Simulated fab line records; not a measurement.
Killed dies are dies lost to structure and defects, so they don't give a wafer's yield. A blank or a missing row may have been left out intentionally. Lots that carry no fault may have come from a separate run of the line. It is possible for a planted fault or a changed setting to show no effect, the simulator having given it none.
Matching of chambers + flow nandHarc + NHARC_P_CONTACT_ETCH_18 on rieDiel-06 has 4 sister chambers
The step etches the open film in C4F8/O2/Ar, target depth 481 nm, time 240.5 s. 4 wafers are shown with their chamber, then 7 later ones without.

## WAFERS, EACH WITH ITS CHAMBER
| wafer  | chamber | rfVppV (V) |
|--------|---------|------------|
| L950.6 | 0       | 982        |
| L952.5 | 1       | 983        |
| L951.3 | 3       | 972        |
| L951.4 | 2       | 977        |

## WAFERS WITHOUT THEIR CHAMBER
| wafer  | rfVppV (V) |
|--------|------------|
| L951.6 | 981        |
| L953.1 | 970        |
| L953.2 | 982        |
| L953.4 | 976        |
| L966.1 | 977        |
| L966.2 | 982        |
| L966.3 | 970        |

## WHICH CHAMBER EACH WENT THROUGH
| wafer  | from the rows above     | in truth |
|--------|-------------------------|----------|
| L951.6 | can't be placed: 0 or 1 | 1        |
| L953.1 | 3                       | 3        |
| L953.2 | can't be placed: 0 or 1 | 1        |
| L953.4 | 2                       | 2        |
| L966.1 | 2                       | 2        |
| L966.2 | can't be placed: 0 or 1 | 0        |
| L966.3 | 3                       | 3        |
Placed correctly: 4 of 7. These rows do not allow placing 3 (true chamber among the candidates in 3). 0 placed wrongly.
How it was worked out, from the rows above alone: a wafer's distance from a chamber is the root of the sum, over the readings, of the square of ((its reading less the chamber's mean) divided by the reading's scatter). The wafer belongs to the nearest chamber; if the next one is less than 2 further off, it can't be placed. A chamber's mean is the mean of its shown wafers. The scatter: with one shown wafer a chamber, the root of the mean of the squares of how far each hidden wafer lies from its nearest shown one.
